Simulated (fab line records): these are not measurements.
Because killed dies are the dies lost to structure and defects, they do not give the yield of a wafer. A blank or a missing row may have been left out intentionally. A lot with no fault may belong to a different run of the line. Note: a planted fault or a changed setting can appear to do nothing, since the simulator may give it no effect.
Matching of chambers :: flow n5Finfet :: N5_BEOL_M9_DESCUM_33 on rieDiel-05: 4 sister chambers
The step chemistry O2, time 7 s. 4 wafers are shown with their chamber, then 9 later ones without.

EACH WAFER AND ITS CHAMBER
wafer: L082.5
chamber: 3
showerheadPlenumPTorr (Torr): 2.08

wafer: L082.6
chamber: 2
showerheadPlenumPTorr (Torr): 2.02

wafer: L084.1
chamber: 1
showerheadPlenumPTorr (Torr): 2.04

wafer: L084.6
chamber: 0
showerheadPlenumPTorr (Torr): 2.15

WAFERS MISSING THEIR CHAMBER
wafer: L086.4
showerheadPlenumPTorr (Torr): 2.02

wafer: L086.5
showerheadPlenumPTorr (Torr): 2.02

wafer: L086.6
showerheadPlenumPTorr (Torr): 2.04

wafer: L091.1
showerheadPlenumPTorr (Torr): 2.15

wafer: L091.3
showerheadPlenumPTorr (Torr): 2.07

wafer: L091.4
showerheadPlenumPTorr (Torr): 2.07

wafer: L096.4
showerheadPlenumPTorr (Torr): 2.14

wafer: L096.5
showerheadPlenumPTorr (Torr): 2.14

wafer: L096.6
showerheadPlenumPTorr (Torr): 2.03

THE CHAMBER EACH PASSED THROUGH
wafer: L086.4
from the rows above: 2
in truth: 2

wafer: L086.5
from the rows above: 2
in truth: 2

wafer: L086.6
from the rows above: 1
in truth: 1

wafer: L091.1
from the rows above: 0
in truth: 0

wafer: L091.3
from the rows above: 3
in truth: 3

wafer: L091.4
from the rows above: 3
in truth: 3

wafer: L096.4
from the rows above: 0
in truth: 0

wafer: L096.5
from the rows above: 0
in truth: 0

wafer: L096.6
from the rows above: can't be placed: 2 or 1
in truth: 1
Correctly placed: 8 of 9. From these rows, 1 cannot be placed; in 1 the true chamber is one of the candidates. 0 placed wrongly.
How it was worked out, from the rows above alone: a wafer's distance from a chamber is the root of the sum, over the readings, of the square of ((its reading less the chamber's mean) divided by the reading's scatter). If the next closest chamber is less than 2 further off than the closest, the wafer can't be placed; otherwise it belongs to the closest. A chamber's mean is the mean of its shown wafers. The scatter (one wafer shown for each chamber): square how far every hidden wafer sits from the nearest shown wafer, average those squares and take the square root.
